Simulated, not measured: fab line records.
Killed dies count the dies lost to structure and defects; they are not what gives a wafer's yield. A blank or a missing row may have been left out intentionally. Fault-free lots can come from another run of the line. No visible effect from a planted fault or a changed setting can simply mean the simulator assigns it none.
Which of the tools did it? | flow nandHarc | 24 lots, 72 wafers sampled, at 6 steps of a route of 1159

WHAT THE GAUGES SHOWED, per wafer
No reading from a measuring or inspecting step in the record can be judged against a usual standard deviation.

EACH LOT AND THE TOOL THAT RAN IT (in order: tool; ch and the chambers of the sampled wafers; start)
lot  | NHARC_A_CHANNEL_FILL_D1_CMP_10 | NHARC_A_STAIRCASE_DESCUM_11       | NHARC_A_STAIRCASE_TRIM_14                    | NHARC_A_STAIRCASE_ETCH_21                  | NHARC_A_STAIRCASE_TRIM_202                 | NHARC_A_STAIRCASE_ETCH_203
L074 | cmp-01 ch 1,2, day 10 16:13    | rieDiel-04 ch 0,3, day 10 19:43   | rieDiel-04 ch 0,3, no start                  | rieDiel-01 ch 0,1,2, no start              | rieDiel-01 ch 1,2,3, no start              | rieDiel-01 ch 0,2,3, no start
L077 | cmp-04 ch 1,3, day 11 02:53    | rieDiel-01 ch 0,2,3, day 11 06:28 | rieDiel-01 ch 0,2,3, no start                | rieDiel-01 ch 0,2,3, no start              | rieDiel-08 ch 1,2,3, no start              | rieDiel-08 ch 0,2,3, no start
L075 | cmp-01 ch 0,2,3, day 11 07:07  | rieDiel-01 ch 0,1,3, day 11 10:45 | rieDiel-01 ch 0,1, no start                  | rieDiel-01 ch 0,1,3, no start              | rieDiel-08 ch 0,1,2, no start              | rieDiel-08 ch 0,2,3, no start
L078 | cmp-04 ch 1,2,3, day 11 09:53  | rieDiel-01 ch 0,1, day 11 13:58   | rieDiel-01 ch 0,1,2, no start                | rieDiel-01 ch 0,1,3, no start              | rieDiel-01 ch 0,2, no start                | rieDiel-01 ch 1,2,3, no start
L076 | cmp-03 ch 0,1,3, day 11 09:54  | rieDiel-08 ch 0,2,3, day 11 13:32 | rieDiel-08 ch 0,2,3, no start                | rieDiel-08 ch 0,1,2, no start              | rieDiel-08 ch 0,1,3, no start              | rieDiel-08 ch 0,1,3, no start
L079 | cmp-01 ch 0,2, day 11 18:37    | rieDiel-08 ch 2,3, day 11 22:21   | rieDiel-08 ch 0,3, no start                  | rieDiel-04 ch 0,1, no start                | rieDiel-01 ch 0,1,3, no start              | rieDiel-01 ch 1,3, no start
L080 | cmp-03 ch 0,2,3, day 11 18:37  | rieDiel-01 ch 0,1,3, day 11 22:05 | rieDiel-01 ch 0,2,3, no start                | rieDiel-01 ch 1,2,3, no start              | rieDiel-01 ch 1,2,3, no start              | rieDiel-01 ch 0,1,2, no start
L082 | cmp-04 ch 0,3, day 12 09:28    | rieDiel-04 ch 1,2, day 12 13:12   | rieDiel-04 ch 0,2, no start                  | rieDiel-01 ch 0,3, no start                | rieDiel-08 ch 0,3, no start                | rieDiel-08 ch 1,2,3, no start
L081 | cmp-03 ch 2,3, day 12 09:31    | rieDiel-04 ch 1,2, day 12 14:10   | rieDiel-04 ch 0,2, no start                  | rieDiel-01 ch 2,3, no start                | rieDiel-04 ch 0,1, no start                | rieDiel-04 ch 0,2, no start
L084 | cmp-01 ch 0,1,3, day 12 22:30  | rieDiel-08 ch 0,1,3, day 13 02:19 | rieDiel-08 ch 0,2,3, no start                | rieDiel-08 ch 0,2,3, no start              | rieDiel-01 ch 0,1,3, no start              | rieDiel-01 ch 0,1,2, no start
L083 | cmp-03 ch 1,2,3, day 13 02:36  | rieDiel-08 ch 0,1, day 13 06:11   | rieDiel-08 ch 1,3, no start                  | rieDiel-08 ch 0,1,3, no start              | rieDiel-01 ch 0,3, no start                | rieDiel-01 ch 0,1,2, no start
L087 | cmp-04 ch 1,2,3, day 13 20:25  | rieDiel-01 ch 0,2, day 14 00:04   | rieDiel-01 ch 0,1,3, no start                | rieDiel-01 ch 0,2,3, no start              | rieDiel-04 ch 1,2, no start                | rieDiel-04 ch 1,2,3, no start
L086 | cmp-03 ch 0,1,3, day 14 01:47  | rieDiel-08 ch 0,1,3, day 14 06:59 | rieDiel-08 ch 0,1,2, no start                | rieDiel-04 ch 1,2,3, no start              | rieDiel-04 ch 0,1,2, no start              | rieDiel-04 ch 0,1,3, no start
L088 | cmp-04 ch 0,2, day 14 01:49    | rieDiel-08 ch 0,1,3, day 14 07:28 | rieDiel-08 ch 0,1, no start                  | rieDiel-08 ch 0,2,3, no start              | rieDiel-04 ch 1,3, no start                | rieDiel-04 ch 0,3, no start
L085 | cmp-01 ch 0,2,3, day 14 01:50  | rieDiel-04 ch 0,1, day 14 07:15   | rieDiel-04 ch 0,2, no start                  | rieDiel-08 ch 0,2,3, no start              | rieDiel-01 ch 0,2,3, no start              | rieDiel-01 ch 0,1, no start
L089 | cmp-01 ch 0,2,3, day 14 07:11  | rieDiel-04 ch 0,1,3, day 14 10:51 | rieDiel-04 ch 1,2,3, no start                | rieDiel-08 ch 0,1,2, no start              | rieDiel-04 ch 1,3, no start                | rieDiel-04 ch 0,1,2, no start
L090 | cmp-01 ch 1,3, day 14 15:27    | rieDiel-04 ch 1,2,3, day 14 19:22 | rieDiel-04 ch 0,1,2, no start                | rieDiel-08 ch 0,1,3, no start              | rieDiel-01 ch 0,2,3, no start              | rieDiel-01 ch 1,2, no start
L092 | cmp-04 ch 1,3, day 14 18:40    | rieDiel-01 ch 0,2,3, day 14 22:36 | rieDiel-01 ch 0,1, no start                  | rieDiel-08 ch 0,1,2, no start              | rieDiel-01 ch 0,3, no start                | rieDiel-01 ch 0,1,3, no start
L091 | cmp-01 ch 0,2, day 14 18:40    | rieDiel-01 ch 0,1,3, day 14 22:18 | rieDiel-01 ch 0,1, no start                  | rieDiel-04 ch 0,1,3, no start              | rieDiel-01 ch 0,2,3, no start              | rieDiel-01 ch 2,3, no start
L093 | cmp-01 ch 1,2,3, day 15 10:34  | rieDiel-01 ch 0,1,2, day 15 14:05 | rieDiel-01 ch 0,1,2, no start                | rieDiel-04 ch 1,2,3, no start              | rieDiel-08 ch 0,2, no start                | rieDiel-08 ch 0,3, no start
L094 | cmp-01 ch 0,3, day 15 14:12    | rieDiel-04 ch 0,1,3, day 15 17:35 | rieDiel-04 ch 0,3, no start                  | rieDiel-08 ch 0,2,3, no start              | rieDiel-01 ch 0,3, no start                | rieDiel-01 ch 0,3, no start
L095 | cmp-01 ch 1,2,3, day 15 17:35  | rieDiel-01 ch 0,1,2, day 15 20:48 | rieDiel-01 ch 0,1,2, no start                | rieDiel-01 ch 0,1, no start                | rieDiel-01 ch 1,2,3, no start              | rieDiel-01 ch 0,1,3, no start
L097 | cmp-03 ch 0,2, day 16 09:13    | rieDiel-01 ch 2,3, day 16 12:56   | rieDiel-01 ch 0,2,3, no start                | rieDiel-04 ch 1,2,3, no start              | rieDiel-08 ch 0,2, no start                | rieDiel-08 ch 0,2, no start
L096 | cmp-03 ch 0,1,2, day 16 16:03  | rieDiel-01 ch 0,3, day 16 21:06   | rieDiel-01 ch 0,2,3, day 17 03:32 or earlier | rieDiel-04 ch 2,3, day 17 03:32 or earlier | rieDiel-04 ch 1,2, day 17 03:32 or earlier | rieDiel-01 ch 0,2,3, day 17 03:32
- NHARC_A_CHANNEL_FILL_D1_CMP_10: polishes, target thk 150 nm.
- NHARC_A_STAIRCASE_DESCUM_11: chemistry O2, time 3 s.
- NHARC_A_STAIRCASE_TRIM_14: chemistry O2, time 211.2 s.
- NHARC_A_STAIRCASE_ETCH_21: etches the open film in C4F8/O2, target depth 100 nm, time 40.5 s.
- NHARC_A_STAIRCASE_TRIM_202: chemistry O2, time 211.2 s.
- NHARC_A_STAIRCASE_ETCH_203: etches the open film in C4F8/O2, target depth 100 nm, time 40.5 s.

WHAT THE TOOLS THEMSELVES READ (means of the sampled wafers that have a number; where no wafer has one, the mark that the record gives instead)
NHARC_A_CHANNEL_FILL_D1_CMP_10. Usual: motorCurrentA 12.4 A, standard deviation 1.5; timeToEndpointS 15.1 s, standard deviation 2.
lot  | tool   | motorCurrentA (A) | timeToEndpointS (s) | flag
L074 | cmp-01 | 12.9              | 13.6                | 
L077 | cmp-04 | 12.4              | 18.1                | 
L075 | cmp-01 | 13.1              | 16.1                | 
L078 | cmp-04 | 12.1              | 15.6                | 
L076 | cmp-03 | 11.6              | 18.3                | 
L079 | cmp-01 | 13.6              | 16.9                | 
L080 | cmp-03 | 12.3              | 13.4                | 
L082 | cmp-04 | 11.4              | 13.2                | 
L081 | cmp-03 | 13.6              | 13.2                | 
L084 | cmp-01 | 12.8              | 14.4                | 
L083 | cmp-03 | 12.8              | 15.5                | 
L087 | cmp-04 | 11.4              | 15.1                | 
L086 | cmp-03 | 11.7              | 16.6                | 
L088 | cmp-04 | 12.3              | 14.7                | 
L085 | cmp-01 | 13.1              | 15.8                | 
L089 | cmp-01 | 12.9              | 17.3                | 
L090 | cmp-01 | 11.2              | 14.1                | 
L092 | cmp-04 | 11.4              | 14.7                | 
L091 | cmp-01 | 14.4              | 13.1                | 
L093 | cmp-01 | 11.9              | 13.2                | 
L094 | cmp-01 | 13.2              | 13.4                | 
L095 | cmp-01 | 12.2              | 12.4                | 
L097 | cmp-03 | 11.5              | 15.7                | 
L096 | cmp-03 | 11.4              | 17.0                | 

NHARC_A_STAIRCASE_DESCUM_11. Usual: drypumpMotorCurrentA 5.5 A, standard deviation 0.49; oesProductAu 0.997 a.u., standard deviation 0.0066; rfVppV 57.7 V, standard deviation 0.77; showerheadPlenumPTorr 1.91 Torr, standard deviation 0.087; throttleValvePct 11.312 %, standard deviation 0.0097.
lot  | tool       | drypumpMotorCurrentA (A) | oesProductAu (a.u.) | rfVppV (V) | showerheadPlenumPTorr (Torr) | throttleValvePct (%) | flag
L074 | rieDiel-04 | 6.2                      | 0.998               | 57.6       | 1.92                         | 11.313               | 
L077 | rieDiel-01 | 5.3                      | 0.996               | 57.1       | 1.99                         | 11.310               | 
L075 | rieDiel-01 | 5.5                      | 0.995               | 57.6       | 1.94                         | 11.315               | 
L078 | rieDiel-01 | 5.7                      | 0.991               | 57.8       | 1.94                         | 11.313               | 
L076 | rieDiel-08 | 5.5                      | 0.989               | 58.7       | 1.88                         | 11.313               | 
L079 | rieDiel-08 | 5.4                      | 1.004               | 58.4       | 1.87                         | 11.306               | 
L080 | rieDiel-01 | 5.5                      | 1.003               | 57.8       | 1.94                         | 11.310               | 
L082 | rieDiel-04 | 5.3                      | 1.001               | 57.8       | 1.90                         | 11.312               | 
L081 | rieDiel-04 | 5.1                      | 0.999               | 58.2       | 1.90                         | 11.322               | 
L084 | rieDiel-08 | 5.9                      | 0.996               | 57.1       | 1.80                         | 11.325               | 
L083 | rieDiel-08 | 6.1                      | 0.994               | 57.0       | 1.80                         | 11.322               | 
L087 | rieDiel-01 | 5.5                      | 0.992               | 57.7       | 1.97                         | 11.304               | 
L086 | rieDiel-08 | 5.9                      | 0.999               | 57.5       | 1.80                         | 11.306               | 
L088 | rieDiel-08 | 5.9                      | 0.991               | 57.1       | 1.80                         | 11.314               | 
L085 | rieDiel-04 | 5.6                      | 1.002               | 56.9       | 1.93                         | 11.303               | 
L089 | rieDiel-04 | 5.8                      | 0.998               | 57.9       | 1.89                         | 11.317               | 
L090 | rieDiel-04 | 5.7                      | 0.997               | 56.9       | 1.87                         | 11.314               | 
L092 | rieDiel-01 | 5.3                      | 0.998               | 57.6       | 1.98                         | 11.309               | 
L091 | rieDiel-01 | 5.5                      | 0.992               | 57.7       | 1.93                         | 11.315               | 
L093 | rieDiel-01 | 5.3                      | 1.000               | 56.9       | 1.91                         | 11.314               | 
L094 | rieDiel-04 | 5.8                      | 1.006               | 58.2       | 1.89                         | 11.306               | 
L095 | rieDiel-01 | 5.4                      | 0.994               | 57.9       | 1.91                         | 11.309               | 
L097 | rieDiel-01 | 5.0                      | 1.004               | 57.7       | 1.95                         | 11.317               | 
L096 | rieDiel-01 | 5.6                      | 0.994               | 57.4       | 1.99                         | 11.306               | 

NHARC_A_STAIRCASE_TRIM_14. Usual: drypumpMotorCurrentA 5.6 A, standard deviation 0.51; oesProductAu 0.998 a.u., standard deviation 0.0075; rfVppV 57.8 V, standard deviation 0.98; showerheadPlenumPTorr 3.52 Torr, standard deviation 0.15; throttleValvePct 17.038 %, standard deviation 0.0095.
lot  | tool       | drypumpMotorCurrentA (A) | oesProductAu (a.u.) | rfVppV (V) | showerheadPlenumPTorr (Torr) | throttleValvePct (%) | flag
L074 | rieDiel-04 | 6.2                      | 0.990               | 58.2       | 3.54                         | 17.043               | 
L077 | rieDiel-01 | 5.3                      | 0.997               | 58.3       | 3.65                         | 17.033               | 
L075 | rieDiel-01 | 5.6                      | 0.987               | 56.7       | 3.46                         | 17.043               | 
L078 | rieDiel-01 | 5.4                      | 0.995               | 59.0       | 3.54                         | 17.028               | 
L076 | rieDiel-08 | 5.5                      | 0.992               | 56.8       | 3.46                         | 17.046               | 
L079 | rieDiel-08 | 5.8                      | 0.992               | 57.3       | 3.31                         | 17.041               | 
L080 | rieDiel-01 | 5.3                      | 1.001               | 58.1       | 3.64                         | 17.040               | 
L082 | rieDiel-04 | 5.7                      | 1.000               | 57.6       | 3.57                         | 17.034               | 
L081 | rieDiel-04 | 5.6                      | 0.998               | 58.4       | 3.54                         | 17.040               | 
L084 | rieDiel-08 | 5.5                      | 1.000               | 57.6       | 3.46                         | 17.037               | 
L083 | rieDiel-08 | 6.1                      | 0.997               | 57.6       | 3.38                         | 17.046               | 
L087 | rieDiel-01 | 5.5                      | 0.998               | 57.2       | 3.56                         | 17.034               | 
L086 | rieDiel-08 | 5.8                      | 1.006               | 57.7       | 3.50                         | 17.043               | 
L088 | rieDiel-08 | 6.2                      | 0.998               | 57.0       | 3.38                         | 17.035               | 
L085 | rieDiel-04 | 5.6                      | 1.010               | 58.2       | 3.53                         | 17.038               | 
L089 | rieDiel-04 | 5.7                      | 1.006               | 57.6       | 3.45                         | 17.036               | 
L090 | rieDiel-04 | 5.4                      | 0.999               | 58.0       | 3.53                         | 17.037               | 
L092 | rieDiel-01 | 5.7                      | 1.003               | 58.2       | 3.55                         | 17.040               | 
L091 | rieDiel-01 | 5.6                      | 1.003               | 58.5       | 3.44                         | 17.037               | 
L093 | rieDiel-01 | 5.4                      | 0.989               | 57.5       | 3.52                         | 17.029               | 
L094 | rieDiel-04 | 6.4                      | 1.005               | 57.3       | 3.44                         | 17.038               | 
L095 | rieDiel-01 | 5.4                      | 1.003               | 58.9       | 3.52                         | 17.039               | 
L097 | rieDiel-01 | 5.3                      | 0.997               | 58.2       | 3.62                         | 17.037               | 
L096 | rieDiel-01 | 5.3                      | 1.002               | 58.3       | 3.62                         | 17.034               | 

NHARC_A_STAIRCASE_ETCH_21. Usual: oesProductAu 0.949 a.u., standard deviation 0.016; rfFwdPowerW 592.8 W, standard deviation 2.8; rfVppV 895 V, standard deviation 5.9.
lot  | tool       | oesProductAu (a.u.) | rfFwdPowerW (W) | rfVppV (V) | flag
L074 | rieDiel-01 | 0.966               | 593.3           | 897        | 
L077 | rieDiel-01 | 0.930               | 594.1           | 900        | 
L075 | rieDiel-01 | 0.944               | 594.0           | 897        | 
L078 | rieDiel-01 | 0.948               | 595.8           | 898        | 
L076 | rieDiel-08 | 0.942               | 592.5           | 895        | 
L079 | rieDiel-04 | 0.953               | 593.8           | 896        | 
L080 | rieDiel-01 | 0.945               | 594.5           | 897        | 
L082 | rieDiel-01 | 0.958               | 595.2           | 901        | 
L081 | rieDiel-01 | 0.954               | 595.6           | 900        | 
L084 | rieDiel-08 | 0.948               | 593.0           | 893        | 
L083 | rieDiel-08 | 0.940               | 592.5           | 889        | 
L087 | rieDiel-01 | 0.947               | 592.9           | 900        | 
L086 | rieDiel-04 | 0.967               | 592.9           | 893        | 
L088 | rieDiel-08 | 0.932               | 591.2           | 893        | 
L085 | rieDiel-08 | 0.940               | 594.1           | 893        | 
L089 | rieDiel-08 | 0.932               | 594.0           | 895        | 
L090 | rieDiel-08 | 0.961               | 592.5           | 888        | 
L092 | rieDiel-08 | 0.936               | 594.5           | 895        | 
L091 | rieDiel-04 | 0.959               | 592.0           | 894        | 
L093 | rieDiel-04 | 0.974               | 590.6           | 893        | 
L094 | rieDiel-08 | 0.966               | 592.3           | 893        | 
L095 | rieDiel-01 | 0.944               | 592.8           | 893        | 
L097 | rieDiel-04 | 0.970               | 592.8           | 893        | 
L096 | rieDiel-04 | 0.948               | 587.7           | 891        | 

NHARC_A_STAIRCASE_TRIM_202. Usual: drypumpMotorCurrentA 5.5 A, standard deviation 0.47; oesProductAu 0.997 a.u., standard deviation 0.007; rfVppV 57.6 V, standard deviation 0.92; showerheadPlenumPTorr 3.52 Torr, standard deviation 0.15; throttleValvePct 17.037 %, standard deviation 0.0088.
lot  | tool       | drypumpMotorCurrentA (A) | oesProductAu (a.u.) | rfVppV (V) | showerheadPlenumPTorr (Torr) | throttleValvePct (%) | flag
L074 | rieDiel-01 | 5.2                      | 0.993               | 58.2       | 3.54                         | 17.039               | 
L077 | rieDiel-08 | 5.7                      | 0.998               | 57.5       | 3.51                         | 17.048               | 
L075 | rieDiel-08 | 5.8                      | 1.000               | 58.5       | 3.51                         | 17.035               | 
L078 | rieDiel-01 | 5.5                      | 0.989               | 57.7       | 3.64                         | 17.027               | 
L076 | rieDiel-08 | 5.9                      | 0.998               | 57.9       | 3.35                         | 17.038               | 
L079 | rieDiel-01 | 5.5                      | 0.997               | 57.8       | 3.56                         | 17.032               | 
L080 | rieDiel-01 | 5.2                      | 0.990               | 57.6       | 3.53                         | 17.046               | 
L082 | rieDiel-08 | 5.8                      | 0.999               | 57.2       | 3.31                         | 17.030               | 
L081 | rieDiel-04 | 5.6                      | 0.999               | 57.7       | 3.57                         | 17.038               | 
L084 | rieDiel-01 | 5.5                      | 0.995               | 58.1       | 3.56                         | 17.032               | 
L083 | rieDiel-01 | 5.6                      | 0.988               | 57.4       | 3.67                         | 17.049               | 
L087 | rieDiel-04 | 5.3                      | 0.995               | 58.4       | 3.49                         | 17.044               | 
L086 | rieDiel-04 | 5.5                      | 0.994               | 58.5       | 3.53                         | 17.034               | 
L088 | rieDiel-04 | 5.6                      | 1.002               | 58.0       | 3.45                         | 17.033               | 
L085 | rieDiel-01 | 5.2                      | 1.003               | 57.5       | 3.63                         | 17.037               | 
L089 | rieDiel-04 | 6.1                      | 1.000               | 57.0       | 3.42                         | 17.030               | 
L090 | rieDiel-01 | 5.3                      | 0.989               | 57.9       | 3.63                         | 17.043               | 
L092 | rieDiel-01 | 5.6                      | 0.994               | 58.0       | 3.66                         | 17.041               | 
L091 | rieDiel-01 | 5.3                      | 1.000               | 58.1       | 3.63                         | 17.042               | 
L093 | rieDiel-08 | 5.4                      | 1.008               | 57.6       | 3.60                         | 17.030               | 
L094 | rieDiel-01 | 5.4                      | 1.003               | 57.6       | 3.67                         | 17.038               | 
L095 | rieDiel-01 | 5.2                      | 1.000               | 57.7       | 3.52                         | 17.034               | 
L097 | rieDiel-08 | 5.7                      | 1.006               | 57.7       | 3.44                         | 17.038               | 
L096 | rieDiel-04 | 5.1                      | 0.996               | 57.1       | 3.48                         | 17.030               | 

NHARC_A_STAIRCASE_ETCH_203. Usual: oesProductAu 0.940 a.u., standard deviation 0.0095; rfFwdPowerW 592.8 W, standard deviation 2.8; rfVppV 896 V, standard deviation 5.7.
lot  | tool       | oesProductAu (a.u.) | rfFwdPowerW (W) | rfVppV (V) | flag
L074 | rieDiel-01 | 0.940               | 594.6           | 901        | 
L077 | rieDiel-08 | 0.942               | 592.1           | 893        | 
L075 | rieDiel-08 | 0.954               | 593.6           | 894        | 
L078 | rieDiel-01 | 0.944               | 593.2           | 896        | 
L076 | rieDiel-08 | 0.941               | 592.1           | 889        | 
L079 | rieDiel-01 | 0.930               | 596.0           | 898        | 
L080 | rieDiel-01 | 0.930               | 594.7           | 896        | 
L082 | rieDiel-08 | 0.949               | 594.0           | 894        | 
L081 | rieDiel-04 | 0.945               | 586.4           | 897        | 
L084 | rieDiel-01 | 0.930               | 594.5           | 896        | 
L083 | rieDiel-01 | 0.934               | 591.3           | 896        | 
L087 | rieDiel-04 | 0.943               | 590.0           | 893        | 
L086 | rieDiel-04 | 0.933               | 591.6           | 895        | 
L088 | rieDiel-04 | 0.952               | 590.5           | 892        | 
L085 | rieDiel-01 | 0.940               | 591.7           | 892        | 
L089 | rieDiel-04 | 0.949               | 590.3           | 895        | 
L090 | rieDiel-01 | 0.939               | 592.0           | 894        | 
L092 | rieDiel-01 | 0.938               | 594.0           | 898        | 
L091 | rieDiel-01 | 0.937               | 593.9           | 898        | 
L093 | rieDiel-08 | 0.940               | 589.0           | 887        | 
L094 | rieDiel-01 | 0.933               | 594.2           | 901        | 
L095 | rieDiel-01 | 0.946               | 596.0           | 897        | 
L097 | rieDiel-08 | 0.944               | 591.0           | 892        | 
L096 | rieDiel-01 | 0.937               | 592.9           | 899        | 

THE ANSWER, worked out from the rows above alone
Rule: lot off if the mean of its wafers having a number is beyond 3 standard deviations from the usual mean. A lot without any number at a reading at which 4 lots or more have one is off too. The other lots that the step has rows for count as sound. Order of review: gauges by route order, followed by the tools' own readings, for which a lot's mean as printed above is used. At the first step where some lot is off, the reading lying furthest off is the one used; lots without a number count as furthest.
None of the lots is off at any reading shown; this tells nothing.

WHAT THE SIMULATOR PUT IN
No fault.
